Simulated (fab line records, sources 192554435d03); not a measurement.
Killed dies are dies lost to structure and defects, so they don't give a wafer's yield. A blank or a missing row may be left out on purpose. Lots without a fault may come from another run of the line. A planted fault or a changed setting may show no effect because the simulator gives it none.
Chamber matching | flow n5_finfet | N5_FIN_SAQP_HM_DEP_72 on pecvd-02: 3 sister chambers
The step deposits SiO2 from SiH4/N2O, target thk 12 nm, time 7.2 s. 3 wafers are shown with their chamber, then 9 later ones without.

WAFERS WITH THEIR CHAMBER
wafer  | chamber | showerhead_plenum_p_Torr (Torr)
L086.4 | 0       | 8.22
L092.1 | 2       | 8.10
L092.6 | 1       | 8.05

WAFERS WITHOUT THEIR CHAMBER
wafer  | showerhead_plenum_p_Torr (Torr)
L094.1 | 8.21
L094.5 | 8.12
L094.6 | 8.03
L096.1 | 8.24
L096.2 | 8.05
L096.5 | 8.01
L097.2 | 8.05
L097.3 | 8.21
L097.6 | 8.03

WHICH CHAMBER EACH WENT THROUGH
wafer  | from the rows above | in truth
L094.1 | 0                   | 0
L094.5 | 2                   | 2
L094.6 | 1                   | 1
L096.1 | 0                   | 0
L096.2 | 1                   | 1
L096.5 | 1                   | 1
L097.2 | 1                   | 1
L097.3 | 0                   | 0
L097.6 | 1                   | 1
Placed correctly: 9 of 9. Can't be placed from these rows: 0. Placed wrongly: 0.
How it was worked out, from the rows above alone: a wafer's distance from a chamber is the root of the sum, over the readings, of the square of ((its reading less the chamber's mean) divided by the reading's scatter). The wafer belongs to the nearest chamber; if the next one is less than 2 further off, it can't be placed. A chamber's mean is the mean of its shown wafers. The scatter: with one shown wafer a chamber, the root of the mean of the squares of how far each hidden wafer lies from its nearest shown one.
